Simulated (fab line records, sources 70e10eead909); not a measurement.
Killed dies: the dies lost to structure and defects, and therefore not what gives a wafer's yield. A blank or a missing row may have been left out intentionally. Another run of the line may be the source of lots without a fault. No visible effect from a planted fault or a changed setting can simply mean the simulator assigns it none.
Matching of chambers / flow nand_harc / 6 sister chambers for NHARC_P_ZERO_WELL_PRECLEAN_68 on wet_bench-06
The step cleans in SC1, time 60 s. 10 wafers are shown with their chamber, then 5 later ones without.

## WAFERS, EACH WITH ITS CHAMBER
wafer=L938.6; chamber=1; bath_guard_temp_C (C)=49.5; h2o2_flow_mL_min=56.51
wafer=L939.6; chamber=5; bath_guard_temp_C (C)=50.3; h2o2_flow_mL_min=56.84
wafer=L940.1; chamber=1; bath_guard_temp_C (C)=49.5; h2o2_flow_mL_min=56.56
wafer=L940.3; chamber=4; bath_guard_temp_C (C)=50.2; h2o2_flow_mL_min=56.76
wafer=L940.4; chamber=0; bath_guard_temp_C (C)=50.6; h2o2_flow_mL_min=56.56
wafer=L943.3; chamber=4; bath_guard_temp_C (C)=50.0; h2o2_flow_mL_min=56.66
wafer=L943.4; chamber=2; bath_guard_temp_C (C)=49.9; h2o2_flow_mL_min=56.45
wafer=L943.6; chamber=6; bath_guard_temp_C (C)=50.1; h2o2_flow_mL_min=56.54
wafer=L946.1; chamber=0; bath_guard_temp_C (C)=50.1; h2o2_flow_mL_min=56.67
wafer=L946.3; chamber=2; bath_guard_temp_C (C)=50.2; h2o2_flow_mL_min=56.57

## WAFERS WITH NO CHAMBER GIVEN
wafer=L946.6; bath_guard_temp_C (C)=50.0; h2o2_flow_mL_min=56.87
wafer=L953.2; bath_guard_temp_C (C)=49.6; h2o2_flow_mL_min=56.64
wafer=L953.4; bath_guard_temp_C (C)=50.0; h2o2_flow_mL_min=56.56
wafer=L954.2; bath_guard_temp_C (C)=50.0; h2o2_flow_mL_min=56.78
wafer=L954.4; bath_guard_temp_C (C)=49.7; h2o2_flow_mL_min=56.71

## EACH ONE'S CHAMBER
wafer=L946.6; from the rows above=can't be placed: 5 or 4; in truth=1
wafer=L953.2; from the rows above=can't be placed: 1 or 4 or 6 or 2 or 0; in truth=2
wafer=L953.4; from the rows above=can't be placed: 6 or 2 or 0 or 4 or 1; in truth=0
wafer=L954.2; from the rows above=can't be placed: 4 or 5 or 0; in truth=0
wafer=L954.4; from the rows above=can't be placed: 4 or 1 or 6 or 0 or 2 or 5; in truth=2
Correct placement for 0 of the 5. From these rows, 5 cannot be placed; in 4 the true chamber is one of the candidates. Number placed wrongly: 0.
How it was worked out, from the rows above alone: a wafer's distance from a chamber is the root of the sum, over the readings, of the square of ((its reading less the chamber's mean) divided by the reading's scatter). If the next closest chamber is less than 2 further off than the closest, the wafer can't be placed; otherwise it belongs to the closest. The mean given for a chamber averages the wafers shown for that chamber. The scatter: the root of (the sum of the squares of (reading less its chamber's mean) over the shown wafers, divided by (wafers less chambers)).
